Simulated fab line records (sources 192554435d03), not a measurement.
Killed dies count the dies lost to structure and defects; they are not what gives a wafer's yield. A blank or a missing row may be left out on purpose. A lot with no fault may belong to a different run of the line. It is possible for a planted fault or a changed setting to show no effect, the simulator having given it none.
2 desks, one fault / flow n5-finfet / numbers are kept per desk, each desk with only its own; the story behind them comes last

THE DEFECT DESK
Inspection counts along the route, by lot: the mean over sampled wafers that carry a number. If a lot's mean is further than 4 standard deviations from the usual mean, the lot is out of limits and carries the mark OUT (the distance appears in the brackets).
Columns: A = raw-defect-count at N5_MIM_BOT_LITHO_INSPECT_12, usual 2.0
lot=L289; first seen here=day 12 06:03; A=3.7
lot=L290; first seen here=day 12 10:40; A=2.0
lot=L293; first seen here=day 13 14:40; A=2.3
lot=L298; first seen here=day 14 13:47; A=2.3
lot=L299; first seen here=day 15 07:17; A=2.3
lot=L301; first seen here=day 15 20:02; A=3.7
lot=L300; first seen here=day 15 20:12; A=2.3
lot=L304; first seen here=day 15 21:37; A=0.3
lot=L303; first seen here=day 15 21:46; A=3.0
lot=L307; first seen here=day 17 01:48; A=2.3
This desk found nothing out of limits on any of the 10 lots.

AT THE TOOL OWNER'S DESK: rie-diel-04
The tool's own readings at N5_PASSIVATION_PASS_ETCH_74 (etches SiNx in CF4/O2, target depth 220 nm, time 110 s): means of the sampled wafers that have a number, for each lot that ran on this tool. If a lot's mean is further than 4 standard deviations from the usual mean, the lot is out of limits and carries the mark OUT (the distance appears in the brackets). It has 8 readings, of which 7 appear: the earliest out of limits, and the ones furthest out on some lot.
Columns: A = cf4-flow-sccm at N5_PASSIVATION_PASS_ETCH_74, usual 100.02 sccm; B = drypump-motor-current-A at N5_PASSIVATION_PASS_ETCH_74, usual 5.8 A; C = oes_f_703_au at N5_PASSIVATION_PASS_ETCH_74, usual 0.77 a.u.; D = oes_o_777_au at N5_PASSIVATION_PASS_ETCH_74, usual 0.76 a.u.; E = rf-vpp-V at N5_PASSIVATION_PASS_ETCH_74, usual 241 V; F = showerhead-plenum-p-Torr at N5_PASSIVATION_PASS_ETCH_74, usual 2.21 Torr; G = throttle-valve-pct at N5_PASSIVATION_PASS_ETCH_74, usual 15.98 %
lot=L298; first seen here=day 14 15:32; A=92.43 (-26) OUT; B=6.5; C=0.75; D=0.81; E=237; F=2.16; G=15.76
lot=L299; first seen here=day 15 11:20; A=84.75 (-53) OUT; B=6.2; C=0.82; D=0.92; E=236; F=2.14; G=15.55
lot=L300; first seen here=day 16 01:29; A=92.79 (-25) OUT; B=5.8; C=0.79; D=0.83; E=238; F=2.15; G=15.68
Finding of this desk: L298, L299, L300 out of limits; the first was L298 at day 14 15:32, on cf4-flow-sccm at N5_PASSIVATION_PASS_ETCH_74. In limits: none.

PUT TOGETHER
At day 14 15:32, on L298, L299, L300, the tool owner's desk was in a position to raise an alarm.
The defect desk saw nothing out of limits.
The defect desk has L298, L299, L300 on record, within its limits.
N5_PASSIVATION_PASS_ETCH_74 was run on rie-diel-04 by each of the lots named.

WHAT THE SIMULATOR PUT IN
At N5_PASSIVATION_PASS_ETCH_74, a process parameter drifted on rie-diel-04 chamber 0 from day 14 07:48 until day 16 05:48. Setting cf4-flow-sccm shifted by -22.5 from 100. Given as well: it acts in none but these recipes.
Shown lots that were struck: L298, L299, L300.
Each desk's first reading out of limits, in hours after the fault started: the tool owner's desk, 8.
